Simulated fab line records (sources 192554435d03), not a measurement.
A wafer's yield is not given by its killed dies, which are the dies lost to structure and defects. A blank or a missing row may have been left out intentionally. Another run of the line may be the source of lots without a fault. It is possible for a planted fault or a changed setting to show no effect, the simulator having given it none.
Lot-split experiment || flow n5-finfet || route with 1938 steps; 7 lots, 21 wafers read

== SPLIT DETAILS ==
At N5_BEOL_M2_TRENCH_ETCH_37 (etches SiOC in C4F6/O2, target depth 55.555 nm, time 29.2 s), the setting source-w was moved away from the recipe's 355 W on 7 of the 21 wafers read, by -10.6% to -7.0%. All remaining wafers had this setting at the recipe value.

Reading taken at the split's own step.

== THE READING ==
rf-vpp-V, in V, at N5_BEOL_M2_TRENCH_ETCH_37 (etches SiOC in C4F6/O2, target depth 55.555 nm, time 29.2 s). On this fab line, fault-free wafers typically give 664 V with a standard deviation of 6.8 V.

{"wafer": "L075.1", "tool, chamber at the split": "rie-diel-04, 0", "source-w as run, W": 317.3, "against the recipe": "-10.6%", "rf-vpp-V, V": 714, "against lot-mates on the recipe": "+49"}
{"wafer": "L075.4", "tool, chamber at the split": "rie-diel-04, 2", "source-w as run, W": 355, "against the recipe": "recipe", "rf-vpp-V, V": 665, "against lot-mates on the recipe": "-"}
{"wafer": "L075.5", "tool, chamber at the split": "rie-diel-04, 3", "source-w as run, W": 317.3, "against the recipe": "-10.6%", "rf-vpp-V, V": 713, "against lot-mates on the recipe": "+48"}
{"wafer": "L076.1", "tool, chamber at the split": "rie-diel-04, 1", "source-w as run, W": 355, "against the recipe": "recipe", "rf-vpp-V, V": 658, "against lot-mates on the recipe": "-"}
{"wafer": "L076.4", "tool, chamber at the split": "rie-diel-04, 2", "source-w as run, W": 322.4, "against the recipe": "-9.2%", "rf-vpp-V, V": 699, "against lot-mates on the recipe": "+34"}
{"wafer": "L076.5", "tool, chamber at the split": "rie-diel-04, 3", "source-w as run, W": 355, "against the recipe": "recipe", "rf-vpp-V, V": 672, "against lot-mates on the recipe": "-"}
{"wafer": "L084.1", "tool, chamber at the split": "rie-diel-02, 0", "source-w as run, W": 355, "against the recipe": "recipe", "rf-vpp-V, V": 667, "against lot-mates on the recipe": "-"}
{"wafer": "L084.4", "tool, chamber at the split": "rie-diel-02, 3", "source-w as run, W": 355, "against the recipe": "recipe", "rf-vpp-V, V": 672, "against lot-mates on the recipe": "-"}
{"wafer": "L084.5", "tool, chamber at the split": "rie-diel-02, 2", "source-w as run, W": 324, "against the recipe": "-8.7%", "rf-vpp-V, V": 691, "against lot-mates on the recipe": "+22"}
{"wafer": "L091.3", "tool, chamber at the split": "rie-diel-04, 2", "source-w as run, W": 355, "against the recipe": "recipe", "rf-vpp-V, V": 664, "against lot-mates on the recipe": "-"}
{"wafer": "L091.4", "tool, chamber at the split": "rie-diel-04, 3", "source-w as run, W": 355, "against the recipe": "recipe", "rf-vpp-V, V": 673, "against lot-mates on the recipe": "-"}
{"wafer": "L091.5", "tool, chamber at the split": "rie-diel-04, 3", "source-w as run, W": 355, "against the recipe": "recipe", "rf-vpp-V, V": 673, "against lot-mates on the recipe": "-"}
{"wafer": "L095.1", "tool, chamber at the split": "rie-diel-02, 2", "source-w as run, W": 355, "against the recipe": "recipe", "rf-vpp-V, V": 659, "against lot-mates on the recipe": "-"}
{"wafer": "L095.2", "tool, chamber at the split": "rie-diel-02, 3", "source-w as run, W": 355, "against the recipe": "recipe", "rf-vpp-V, V": 674, "against lot-mates on the recipe": "-"}
{"wafer": "L095.5", "tool, chamber at the split": "rie-diel-02, 0", "source-w as run, W": 355, "against the recipe": "recipe", "rf-vpp-V, V": 666, "against lot-mates on the recipe": "-"}
{"wafer": "L094.1", "tool, chamber at the split": "rie-diel-06, 1", "source-w as run, W": 324.9, "against the recipe": "-8.5%", "rf-vpp-V, V": 696, "against lot-mates on the recipe": "+37"}
{"wafer": "L094.4", "tool, chamber at the split": "rie-diel-06, 0", "source-w as run, W": 355, "against the recipe": "recipe", "rf-vpp-V, V": 659, "against lot-mates on the recipe": "-"}
{"wafer": "L094.6", "tool, chamber at the split": "rie-diel-06, 3", "source-w as run, W": 324.9, "against the recipe": "-8.5%", "rf-vpp-V, V": 687, "against lot-mates on the recipe": "+28"}
{"wafer": "L097.1", "tool, chamber at the split": "rie-diel-02, 3", "source-w as run, W": 330.2, "against the recipe": "-7.0%", "rf-vpp-V, V": 699, "against lot-mates on the recipe": "+36"}
{"wafer": "L097.2", "tool, chamber at the split": "rie-diel-02, 0", "source-w as run, W": 355, "against the recipe": "recipe", "rf-vpp-V, V": 666, "against lot-mates on the recipe": "-"}
{"wafer": "L097.3", "tool, chamber at the split": "rie-diel-02, 2", "source-w as run, W": 355, "against the recipe": "recipe", "rf-vpp-V, V": 659, "against lot-mates on the recipe": "-"}

THE FIT
A straight line over all 21 wafers: rf-vpp-V changes by -3.78 V for each +1% of source-w; r = -0.94; the points scatter about the line by 6.5 V.
The same after taking each lot's own level away (the mean of its wafers on the recipe; 21 wafers): -4.04 V for each +1%; r = -0.95; scatter 6 V.
According to that fit, moving source-w by its largest amount changes the reading by 43 V.
Measured against the standard deviation above, the lots' own levels, which go from 659.0 to 670.0 V, span 1.6 times it.
So the lot-to-lot level changes the slope little: the two slopes agree.
Check: +41.4 V against its lot-mates is what the line predicts for one of the wafers moved furthest among these (-10.6%) when that wafer is left out of the fit. Against them it came out at +49 V.
Tool readings at the split's step, against how far the setting was moved: rf-vpp-V r = -0.94.

== ADDITIONAL SPLITS CARRIED BY THESE WAFERS ==
These wafers also went through other splits before the reading. Each is held against what the fit with the lots' levels taken away leaves over:
{"other split on the same wafers": "N5_MOL_CONTACT_COAG_COAT_103 spin-rpm", "wafers away from the commonest value": 14, "r with rf-vpp-V (lot level and that fit taken away)": -0.08}
{"other split on the same wafers": "N5_MOL_CONTACT_COAG_ALD_131 ald-cycles", "wafers away from the commonest value": 5, "r with rf-vpp-V (lot level and that fit taken away)": -0.05}
{"other split on the same wafers": "N5_BEOL_M0_ETCH_138 bias-w", "wafers away from the commonest value": 12, "r with rf-vpp-V (lot level and that fit taken away)": -0.08}
{"other split on the same wafers": "N5_BEOL_M0_ETCH_128 source-w", "wafers away from the commonest value": 3, "r with rf-vpp-V (lot level and that fit taken away)": "+0.09"}
{"other split on the same wafers": "N5_BEOL_M1_COAT_61 spin-rpm", "wafers away from the commonest value": 4, "r with rf-vpp-V (lot level and that fit taken away)": "+0.02"}
{"other split on the same wafers": "N5_BEOL_M1_COAT_73 temp-c", "wafers away from the commonest value": 7, "r with rf-vpp-V (lot level and that fit taken away)": "+0.19"}
{"other split on the same wafers": "N5_BEOL_M1_TRENCH_ETCH_37 source-w", "wafers away from the commonest value": 7, "r with rf-vpp-V (lot level and that fit taken away)": -0.14}
{"other split on the same wafers": "N5_BEOL_M2_VIA_ETCH_34 time-s", "wafers away from the commonest value": 4, "r with rf-vpp-V (lot level and that fit taken away)": -0.09}

== THE FILE'S OWN FIT ==
rf-vpp-V changes by -3.94 V for each +1% of source-w, r = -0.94.
